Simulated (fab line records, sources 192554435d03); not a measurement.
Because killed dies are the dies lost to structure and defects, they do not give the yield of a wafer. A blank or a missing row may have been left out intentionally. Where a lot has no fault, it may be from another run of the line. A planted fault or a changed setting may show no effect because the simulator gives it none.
Chamber matching | flow n5Finfet | N5_BEOL_M10_DESCUM_33 on rieDiel-02 has 4 sister chambers
The step chemistry O2, time 7.9 s. 7 wafers are shown with their chamber, then 9 later ones without.

== WAFERS PAIRED WITH THEIR CHAMBERS ==
wafer  | chamber | throttleValvePct (%) | drypumpMotorCurrentA (A)
L085.1 | 1       | 20.4                 | 5.8
L085.2 | 2       | 20.5                 | 5.7
L087.3 | 3       | 20.5                 | 5.9
L087.5 | 0       | 20.9                 | 5.3
L088.1 | 2       | 20.5                 | 5.8
L088.4 | 1       | 20.5                 | 5.9
L088.5 | 0       | 20.9                 | 5.3

== WAFERS MISSING THEIR CHAMBER ==
wafer  | throttleValvePct (%) | drypumpMotorCurrentA (A)
L092.1 | 20.6                 | 5.9
L092.2 | 20.6                 | 5.8
L092.3 | 20.4                 | 5.9
L094.3 | 20.6                 | 5.7
L094.4 | 20.6                 | 5.7
L094.6 | 20.6                 | 5.9
L097.2 | 20.5                 | 5.9
L097.3 | 20.4                 | 5.3
L097.5 | 20.5                 | 5.9

== WHICH CHAMBER EACH WENT THROUGH ==
wafer  | from the rows above          | in truth
L092.1 | can't be placed: 3 or 2 or 1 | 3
L092.2 | can't be placed: 2 or 3 or 1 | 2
L092.3 | can't be placed: 1 or 3      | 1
L094.3 | can't be placed: 2 or 3 or 1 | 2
L094.4 | can't be placed: 2 or 3 or 1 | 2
L094.6 | can't be placed: 3 or 2 or 1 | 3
L097.2 | can't be placed: 3 or 1      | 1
L097.3 | can't be placed: 2 or 1      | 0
L097.5 | can't be placed: 3 or 1      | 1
Correct placement for 0 of the 9. Cannot be placed on the basis of these rows: 9; the candidates contain the true chamber in 8. Wrongly placed: 0.
How it was worked out, from the rows above alone: a wafer's distance from a chamber is the root of the sum, over the readings, of the square of ((its reading less the chamber's mean) divided by the reading's scatter). If the next closest chamber is less than 2 further off than the closest, the wafer can't be placed; otherwise it belongs to the closest. For every chamber, the mean is computed from those of its wafers that are shown. The scatter is the square root of a quotient: the sum, over the shown wafers, of each reading's squared deviation from its chamber's mean, divided by wafers minus chambers.
